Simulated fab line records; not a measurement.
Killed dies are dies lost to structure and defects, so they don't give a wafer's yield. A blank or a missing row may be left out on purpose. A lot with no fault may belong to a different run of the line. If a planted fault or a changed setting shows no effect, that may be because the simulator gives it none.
Chamber matching / flow n5Finfet / N5_BEOL_M12_ETCH_38 on rieDiel-01 has 4 sister chambers
The step etches SiCN in CF4/N2, target depth 68.7 nm, time 73.4 s. 20 wafers are shown with their chamber, then 10 later ones without.

== WAFERS, EACH WITH ITS CHAMBER ==
wafer=L074.1; chamber=0; throttleValvePct (%)=15.44; showerheadPlenumPTorr (Torr)=2.16; oesProductAu (a.u.)=0.87
wafer=L074.2; chamber=1; throttleValvePct (%)=15.57; showerheadPlenumPTorr (Torr)=2.11; oesProductAu (a.u.)=0.75
wafer=L074.3; chamber=2; throttleValvePct (%)=15.42; showerheadPlenumPTorr (Torr)=2.13; oesProductAu (a.u.)=0.78
wafer=L076.1; chamber=2; throttleValvePct (%)=15.43; showerheadPlenumPTorr (Torr)=2.12; oesProductAu (a.u.)=0.77
wafer=L076.2; chamber=0; throttleValvePct (%)=15.46; showerheadPlenumPTorr (Torr)=2.16; oesProductAu (a.u.)=0.85
wafer=L076.6; chamber=1; throttleValvePct (%)=15.59; showerheadPlenumPTorr (Torr)=2.11; oesProductAu (a.u.)=0.74
wafer=L079.1; chamber=3; throttleValvePct (%)=15.01; showerheadPlenumPTorr (Torr)=2.16; oesProductAu (a.u.)=0.86
wafer=L079.2; chamber=0; throttleValvePct (%)=15.47; showerheadPlenumPTorr (Torr)=2.16; oesProductAu (a.u.)=0.86
wafer=L079.6; chamber=1; throttleValvePct (%)=15.62; showerheadPlenumPTorr (Torr)=2.11; oesProductAu (a.u.)=0.73
wafer=L080.2; chamber=2; throttleValvePct (%)=15.44; showerheadPlenumPTorr (Torr)=2.12; oesProductAu (a.u.)=0.77
wafer=L080.3; chamber=3; throttleValvePct (%)=15.01; showerheadPlenumPTorr (Torr)=2.16; oesProductAu (a.u.)=0.86
wafer=L080.4; chamber=0; throttleValvePct (%)=15.46; showerheadPlenumPTorr (Torr)=2.16; oesProductAu (a.u.)=0.85
wafer=L082.2; chamber=2; throttleValvePct (%)=15.44; showerheadPlenumPTorr (Torr)=2.12; oesProductAu (a.u.)=0.77
wafer=L082.4; chamber=3; throttleValvePct (%)=15.02; showerheadPlenumPTorr (Torr)=2.16; oesProductAu (a.u.)=0.84
wafer=L082.6; chamber=1; throttleValvePct (%)=15.59; showerheadPlenumPTorr (Torr)=2.11; oesProductAu (a.u.)=0.73
wafer=L086.3; chamber=0; throttleValvePct (%)=15.50; showerheadPlenumPTorr (Torr)=2.16; oesProductAu (a.u.)=0.84
wafer=L086.4; chamber=2; throttleValvePct (%)=15.44; showerheadPlenumPTorr (Torr)=2.12; oesProductAu (a.u.)=0.75
wafer=L086.5; chamber=2; throttleValvePct (%)=15.45; showerheadPlenumPTorr (Torr)=2.12; oesProductAu (a.u.)=0.76
wafer=L087.1; chamber=1; throttleValvePct (%)=15.63; showerheadPlenumPTorr (Torr)=2.10; oesProductAu (a.u.)=0.72
wafer=L087.2; chamber=0; throttleValvePct (%)=15.50; showerheadPlenumPTorr (Torr)=2.16; oesProductAu (a.u.)=0.82

SIGNATURES, as means of the wafers listed above
reading=throttleValvePct; chamber 0=15.4717; chamber 1=15.6000; chamber 2=15.4367; chamber 3=15.0133; scatter within a chamber=0.0192
reading=showerheadPlenumPTorr; chamber 0=2.1600; chamber 1=2.1080; chamber 2=2.1217; chamber 3=2.1600; scatter within a chamber=0.0032
reading=oesProductAu; chamber 0=0.8483; chamber 1=0.7340; chamber 2=0.7667; chamber 3=0.8533; scatter within a chamber=0.0132
Rule: distance of a wafer from a chamber = root of the sum over the readings of ((wafer's reading minus chamber's mean) / reading's scatter) squared. If the next closest chamber is less than 2 further off than the closest, the wafer can't be placed; otherwise it belongs to the closest. The scatter is the square root of a quotient: the sum, over the shown wafers, of each reading's squared deviation from its chamber's mean, divided by wafers minus chambers.

== WAFERS WHOSE CHAMBER IS MISSING ==
wafer=L087.3; throttleValvePct (%)=15.46; showerheadPlenumPTorr (Torr)=2.12; oesProductAu (a.u.)=0.76
wafer=L088.1; throttleValvePct (%)=15.53; showerheadPlenumPTorr (Torr)=2.15; oesProductAu (a.u.)=0.83
wafer=L088.2; throttleValvePct (%)=15.63; showerheadPlenumPTorr (Torr)=2.10; oesProductAu (a.u.)=0.72
wafer=L088.6; throttleValvePct (%)=15.47; showerheadPlenumPTorr (Torr)=2.12; oesProductAu (a.u.)=0.76
wafer=L091.2; throttleValvePct (%)=15.52; showerheadPlenumPTorr (Torr)=2.15; oesProductAu (a.u.)=0.82
wafer=L091.4; throttleValvePct (%)=15.65; showerheadPlenumPTorr (Torr)=2.10; oesProductAu (a.u.)=0.71
wafer=L091.5; throttleValvePct (%)=15.52; showerheadPlenumPTorr (Torr)=2.15; oesProductAu (a.u.)=0.81
wafer=L094.1; throttleValvePct (%)=15.55; showerheadPlenumPTorr (Torr)=2.15; oesProductAu (a.u.)=0.81
wafer=L094.3; throttleValvePct (%)=15.67; showerheadPlenumPTorr (Torr)=2.09; oesProductAu (a.u.)=0.70
wafer=L094.4; throttleValvePct (%)=15.54; showerheadPlenumPTorr (Torr)=2.15; oesProductAu (a.u.)=0.81

== THE CHAMBER EACH PASSED THROUGH ==
wafer=L087.3; from the rows above=2; in truth=2
wafer=L088.1; from the rows above=0; in truth=0
wafer=L088.2; from the rows above=1; in truth=1
wafer=L088.6; from the rows above=2; in truth=2
wafer=L091.2; from the rows above=0; in truth=0
wafer=L091.4; from the rows above=1; in truth=1
wafer=L091.5; from the rows above=0; in truth=0
wafer=L094.1; from the rows above=0; in truth=0
wafer=L094.3; from the rows above=1; in truth=1
wafer=L094.4; from the rows above=0; in truth=0
Correct placement for 10 of the 10. Can't be placed from these rows: 0. Number placed wrongly: 0.
